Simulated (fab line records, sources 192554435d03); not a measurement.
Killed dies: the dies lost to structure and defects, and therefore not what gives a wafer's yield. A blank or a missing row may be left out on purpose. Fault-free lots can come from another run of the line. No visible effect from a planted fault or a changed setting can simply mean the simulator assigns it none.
fab line records	flow n5Finfet
record lots=9	wafers=27	lastDay=18
route steps=1938 shown BEOL_M11@1554
lots that met no fault: taken from a fault-free run of the same line
startH: the number of hours between the record's first day and the start of the first shown wafer of the lot	waitH: hours from the lot's prior step to this one	" repeats the value in the row above	L1.1+2: a single row standing in for several wafers	- either no value or no given start	* or withheld: withheld	< > ~ a bound
route shown NAME@n: a module of which the file shows steps, and the number in the route of the first	usual: the fault-free wafers' mean and standard deviation	same: alike in all rows	chamber/n: place in a boat	sites: each site's reading	_std_site: standard deviation across them	_edge_site: the outer-site mean with the inner-site mean subtracted	radiusMm: how far each site lies from the wafer's centre	mask NAME#n: copy n	behind: the tool/chamber that last shaped the wafer	hold: what put the lot on hold/how long, in hours/how the hold closed	device: which transistor (n, p or np) failed to switch	end of line: tests of these same wafers at the route's end	for a step that has no rows: nothing shown but its recipe	killed: count of dies lost to structure and defects at first sort (not the wafer's yield)	map: dies across one wafer; x = killed, . = not, _ = none there
set.NAME: the setting the step ran with; set.NAME@STEP: the setting that earlier step ran with	model.NAME: the simulator's own value behind a step, which no gauge read
a sample of lots followed through the steps of the route, with each step as a table and each wafer as a row
services: the hour from which a tool's chamber was out of use, counted from the record's first day as startH (under 0 if before that day), plus the number of hours and why
## steps
# step N5_BEOL_M11_ETCH_62
# recipe chemistry=N2/H2	target=SOC	targetDepthA=1100	overetchA=220	maskMaterial=SiARC	tempC=40	timeS=165	ionEnergyEv=200	pressureMtorr=30	sourceW=840	biasW=150	n2FlowSccm=200	h2FlowSccm=200
# usual drypumpMotorCurrentA=5.6/0.43	h2FlowSccm=200.0/0.56	n2FlowSccm=200.0/0.66	oesProductAu=0.69/0.065	rfVppV=522.8/2.3	showerheadPlenumPTorr=2.51/0.083	throttleValvePct=17.66/0.2
lot.wafer	tool	chamber	startH	waitH	drypumpMotorCurrentA	h2FlowSccm	n2FlowSccm	oesProductAu	rfHoursCounterH	rfVppV	showerheadPlenumPTorr	throttleValvePct
L381.3	rieDiel-03	0	216.91	0.0	6.0	199.6	200.0	0.57	249	522.5	2.49	17.61
L381.4	"	3	"	"	5.7	200.0	199.9	0.57	-	522.1	2.52	18.11
L381.6	"	0	"	"	6.1	200.0	199.7	0.58	-	523.5	2.49	17.60
L383.1	rieDiel-01	3	233.77	0.0	5.6	200.1	200.3	0.63	169	526.8	2.65	17.76
L383.2	"	1	"	"	5.8	199.4	199.7	0.71	89	520.8	2.48	17.63
L383.3	"	2	"	"	5.2	200.5	199.7	0.65	149	520.7	2.43	17.72
L382.1	rieDiel-01	3	236.02	0.0	5.6	200.5	199.6	0.64	170	527.0	2.65	17.76
L382.3	"	1	"	"	5.8	199.8	200.3	0.70	90	521.8	2.48	17.62
L382.5	"	1	"	"	5.8	199.1	201.2	0.70	-	521.2	2.48	17.63
L387.3	rieDiel-04	2	259.86	0.0	6.2	198.9	199.4	0.71	74	525.2	2.57	17.39
L387.4	"	2	"	"	6.2	200.1	198.7	0.71	-	525.4	2.57	17.39
L387.5	"	3	"	"	5.2	200.4	200.5	0.58	-	520.7	2.41	17.72
L388.2	rieDiel-04	2	261.06	0.0	6.2	200.2	199.7	0.71	74	525.0	2.57	17.38
L388.3	"	3	"	"	5.2	201.1	200.4	0.58	230	519.3	2.41	17.69
L388.6	"	3	"	"	5.2	200.3	200.5	0.57	-	520.1	2.41	17.71
L389.2	rieDiel-04	2	268.60	0.0	6.2	200.4	199.1	0.71	76	525.4	2.57	17.37
L389.5	"	2	"	"	6.2	199.5	199.4	0.71	-	525.0	2.57	17.38
L389.6	"	1	"	"	5.7	199.8	199.9	0.63	-	518.0	2.32	17.59
L398.4	rieDiel-03	0	346.65	0.0	6.1	199.5	199.8	0.77	26	521.5	2.48	17.26
L398.5	"	3	"	"	5.7	199.8	198.7	0.76	-	522.9	2.50	17.77
L398.6	"	0	"	"	6.1	199.2	200.3	0.76	-	521.0	2.48	17.26
L402.3	rieDiel-04	1	358.60	0.0	5.7	200.2	201.1	0.61	198	519.0	2.31	17.63
L402.4	"	2	"	"	6.2	198.9	199.4	0.68	-	525.3	2.56	17.45
L402.6	"	0	"	"	5.8	201.3	200.3	0.74	-	523.4	2.49	17.85
L403.2	rieDiel-03	0	367.69	0.0	6.0	200.2	198.9	0.76	32	523.6	2.48	17.28
L403.3	"	2	"	"	5.1	200.9	200.2	0.70	66	523.6	2.59	17.55
L403.5	"	3	"	"	5.7	201.0	200.7	0.75	-	522.6	2.50	17.76
# step N5_BEOL_M11_STRIP_19
# recipe chemistry=O2	powerW=400	tempC=40	pressureMtorr=30	rfFrequencyHz=6e+07	biasPowerW=0	overashFraction=0.2	o2FlowSccm=225
# usual drypumpMotorCurrentA=5.6/0.41	oesProductAu=0.81/0.086	rfVppV=3.7/0.58	showerheadPlenumPTorr=2.05/0.07	throttleValvePct=16.46/0.18
# same overashFraction=0.2
lot.wafer	tool	chamber	startH	waitH	drypumpMotorCurrentA	oesProductAu	rfHoursCounterH	rfVppV	showerheadPlenumPTorr	throttleValvePct
L381.3	rieDiel-03	2	217.21	0.1	5.0	0.94	14	3.3	2.12	16.22
L381.4	"	2	"	"	5.0	0.93	-	3.7	2.12	16.19
L381.6	"	0	"	"	6.1	0.67	-	4.3	2.04	16.46
L383.1	rieDiel-04	2	234.09	0.1	6.2	0.86	64	3.7	2.12	16.21
L383.2	"	1	"	"	5.7	0.76	156	5.4	1.93	16.51
L383.3	"	3	"	"	5.2	0.69	220	3.3	1.98	16.59
L382.1	rieDiel-04	2	236.38	0.1	6.2	0.85	65	3.9	2.12	16.22
L382.3	"	3	"	"	5.2	0.67	222	4.1	1.98	16.61
L382.5	"	1	"	"	5.6	0.74	-	3.9	1.93	16.51
L387.3	rieDiel-01	1	260.25	0.1	5.8	0.82	100	4.3	2.02	16.41
L387.4	"	0	"	"	4.9	0.91	29	3.9	2.06	16.31
L387.5	"	3	"	"	5.6	0.74	-	4.8	2.17	16.54
L388.2	rieDiel-03	2	261.36	0.1	5.0	0.88	35	3.0	2.12	16.26
L388.3	"	0	"	"	6.1	1.03	0	3.4	2.04	16.03
L388.6	"	1	"	"	6.3	0.90	-	3.4	2.15	16.70
L389.2	rieDiel-04	0	269.72	0.9	5.8	0.97	3	3.6	2.05	16.52
L389.5	"	2	"	"	6.2	0.85	-	3.5	2.12	16.22
L389.6	"	3	"	"	5.1	0.68	-	3.6	1.98	16.62
L398.4	rieDiel-01	1	346.96	0.1	5.8	0.79	125	3.1	2.02	16.44
L398.5	"	1	"	"	5.8	0.80	-	3.5	2.02	16.44
L398.6	"	2	"	"	5.2	0.73	-	3.9	2.01	16.72
L402.3	rieDiel-04	1	358.91	0.1	5.7	0.71	198	3.3	1.91	16.61
L402.4	"	0	"	"	5.8	0.89	-	3.8	2.04	16.56
L402.6	"	2	"	"	6.2	0.81	-	3.6	2.11	16.27
L403.2	rieDiel-03	2	367.99	0.1	5.0	0.85	66	4.0	2.10	16.32
L403.3	"	0	"	"	6.0	0.92	33	3.5	2.03	16.10
L403.5	"	0	"	"	6.0	0.91	-	3.9	2.03	16.10
# step N5_BEOL_M11_CD_MEAS_18
# recipe pitchNm=140	targetCdNm=70
# usual cdNm=69.9/0.62
lot.wafer	tool	chamber	startH	waitH	cdNm
L381.3	cdSem-03	-	217.28	0.1	70.6
L381.4	"	-	"	"	69.3
L381.6	"	-	"	"	69.9
L383.1	cdSem-01	-	234.16	0.0	69.9
L383.2	"	-	"	"	70.5
L383.3	"	-	"	"	71.0
L382.1	cdSem-03	-	236.45	0.0	69.9
L382.3	"	-	"	"	69.9
L382.5	"	-	"	"	69.1
L387.3	cdSem-02	-	260.32	0.1	69.2
L387.4	"	-	"	"	69.3
L387.5	"	-	"	"	69.6
L388.2	cdSem-03	-	261.44	0.1	68.5
L388.3	"	-	"	"	69.0
L388.6	"	-	"	"	69.6
L389.2	cdSem-03	-	269.79	0.1	71.4
L389.5	"	-	"	"	71.7
L389.6	"	-	"	"	69.5
L398.4	cdSem-01	-	347.03	0.1	69.5
L398.5	"	-	"	"	70.0
L398.6	"	-	"	"	70.0
L402.3	cdSem-03	-	358.98	0.1	69.2
L402.4	"	-	"	"	68.9
L402.6	"	-	"	"	70.3
L403.2	cdSem-02	-	368.06	0.1	71.1
L403.3	"	-	"	"	70.6
L403.5	"	-	"	"	70.5
# step N5_BEOL_M11_OVL_MEAS_29
# recipe pointsPerWafer=44
# usual V10_OVL=0.1/0.72
lot.wafer	tool	chamber	startH	waitH	V10_OVL[nm]
L381.3	overlay-01	0	219.83	0.0	0.1
L381.4	"	0	"	"	-0.5
L381.6	"	0	"	"	-0.4
L383.1	overlay-02	0	234.90	0.0	0.2
L383.2	"	0	"	"	0.5
L383.3	"	0	"	"	-0.2
L382.1	overlay-02	0	237.00	0.0	-1.0
L382.3	"	0	"	"	-0.3
L382.5	"	0	"	"	-0.6
L387.3	overlay-02	0	260.76	0.0	1.0
L387.4	"	0	"	"	0.5
L387.5	"	0	"	"	-0.3
L388.2	overlay-02	0	263.01	0.0	0.6
L388.3	"	0	"	"	1.3
L388.6	"	0	"	"	0.4
L389.2	overlay-01	0	272.40	0.0	-0.2
L389.5	"	0	"	"	0.4
L389.6	"	0	"	"	-0.6
L398.4	overlay-02	0	347.35	0.0	0.7
L398.5	"	0	"	"	0.5
L398.6	"	0	"	"	0.0
L402.3	overlay-02	0	359.77	0.0	-0.3
L402.4	"	0	"	"	-0.6
L402.6	"	0	"	"	0.0
L403.2	overlay-01	0	379.40	0.0	0.8
L403.3	"	0	"	"	0.5
L403.5	"	0	"	"	0.9
# step N5_BEOL_M11_ETCH_65
# recipe chemistry=CF4	target=SiARC	targetDepthA=390	maskMaterial=CAR-ArF	timeS=65	ionEnergyEv=80	pressureMtorr=40	sourceW=545	biasW=36	Ar_flow_sccm=100	cf4FlowSccm=100	ends=cleared
# usual drypumpMotorCurrentA=5.6/0.44	etchRfOnTimeS=64.3/1.6	oesProductAu=0.70/0.076	rfVppV=183.7/1.1	showerheadPlenumPTorr=2.12/0.07	throttleValvePct=15.44/0.19
lot.wafer	tool	chamber	startH	waitH	drypumpMotorCurrentA	etchRfOnTimeS	oesProductAu	rfHoursCounterH	rfVppV	showerheadPlenumPTorr	throttleValvePct
L381.3	rieDiel-01	3	220.28	0.0	5.6	67.5	0.64	164	183.9	2.23	15.54
L381.4	"	3	"	"	5.6	67.7	0.62	-	185.2	2.23	15.52
L381.6	"	0	"	"	5.0	66.8	0.78	-	183.5	2.11	15.22
L383.1	rieDiel-03	1	235.69	0.0	6.3	62.4	0.84	1	185.1	2.19	15.57
L383.2	"	2	"	"	5.0	63.6	0.79	23	184.1	2.18	15.28
L383.3	"	3	"	"	5.7	65.2	0.57	256	183.1	2.12	15.90
L382.1	rieDiel-01	1	237.10	0.0	5.8	63.3	0.72	91	182.3	2.09	15.37
L382.3	"	3	"	"	5.6	66.2	0.63	170	184.2	2.23	15.53
L382.5	"	2	"	"	5.2	64.9	0.65	-	181.6	2.06	15.58
L387.3	rieDiel-01	3	260.94	0.0	5.6	65.8	0.62	179	184.4	2.23	15.53
L387.4	"	0	"	"	5.0	66.0	0.76	29	184.2	2.10	15.23
L387.5	"	2	"	"	5.2	65.1	0.64	-	183.0	2.06	15.60
L388.2	rieDiel-01	3	263.10	0.0	5.6	65.3	0.62	180	184.8	2.23	15.54
L388.3	"	1	"	"	5.8	63.4	0.71	101	183.3	2.08	15.40
L388.6	"	0	"	"	5.0	66.0	0.76	-	183.2	2.10	15.23
L389.2	rieDiel-04	2	272.49	0.0	6.2	66.4	0.71	77	183.9	2.17	15.19
L389.5	"	1	"	"	5.7	64.5	0.63	-	181.9	1.96	15.43
L389.6	"	2	"	"	6.2	66.1	0.71	-	184.4	2.17	15.20
L398.4	rieDiel-04	2	347.65	0.0	6.2	66.0	0.69	-	183.8	2.16	15.22
L398.5	"	0	"	"	5.8	62.4	0.77	-	184.3	2.09	15.47
L398.6	"	1	"	"	5.7	64.5	0.61	-	181.4	1.96	15.46
L402.3	rieDiel-03	3	359.86	0.0	5.7	61.8	0.78	23	182.9	2.11	15.45
L402.4	"	2	"	"	5.0	62.8	0.73	64	185.0	2.17	15.35
L402.6	"	1	"	"	6.3	61.6	0.74	-	184.1	2.18	15.65
L403.2	rieDiel-03	1	379.49	0.0	6.3	62.5	0.73	48	184.6	2.18	15.67
L403.3	"	2	"	"	5.0	63.6	0.72	70	184.7	2.17	15.37
L403.5	"	3	"	"	5.7	62.5	0.77	-	183.3	2.11	15.47
## services
tool	chamber	startH	hours	kind
rieDiel-04	3	198.65	1.7	repair
rieDiel-03	1	213.86	-	clean
rieDiel-03	1	213.86	-	consumableReplace:focusRing
rieDiel-03	1	213.86	20.2	scheduledDown
rieDiel-03	1	213.86	20.2	ventCycle
rieDiel-01	1	218.33	2.2	repair
rieDiel-03	0	234.11	-	clean
rieDiel-03	0	234.11	-	consumableReplace:focusRing
rieDiel-03	0	234.11	26.9	scheduledDown
rieDiel-04	0	235.68	-	clean
rieDiel-04	0	235.68	-	consumableReplace:focusRing
rieDiel-04	0	235.68	26.3	scheduledDown
rieDiel-04	0	235.68	26.3	ventCycle
rieDiel-04	-	237.68	2.8	pm
rieDiel-01	0	254.85	1.3	repair
rieDiel-01	0	269.55	3.6	repair
rieDiel-04	-	288.48	2.1	repair
rieDiel-01	1	305.80	8.6	repair
rieDiel-03	1	336.61	1.6	repair
rieDiel-04	3	336.67	-	clean
rieDiel-04	3	336.67	-	consumableReplace:focusRing
rieDiel-04	3	336.67	-	consumableReplace:showerhead
rieDiel-04	3	336.67	23.6	scheduledDown
rieDiel-04	3	336.67	23.6	ventCycle
## key
firstSign step=N5_BEOL_M11_CD_MEAS_18	reading=cdNm	direction=up	sigmas=2.7	usual=69.9	struck=71.6
effect none on later readings
metAt N5_BEOL_M11_ETCH_62
struckLots L389
struckWafers L389.2,L389.5
notActingAt N5_BEOL_M11_STRIP_19,N5_BEOL_M11_OVL_MEAS_29,N5_BEOL_M11_ETCH_65
onsetBetween 261.06 268.60
fault kind=processParameterDrift	tool=rieDiel-04	chamber=2	onsetH=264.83	steps=N5_BEOL_M11_ETCH_62	channel=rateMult	offset=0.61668	shape=step	endH=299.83
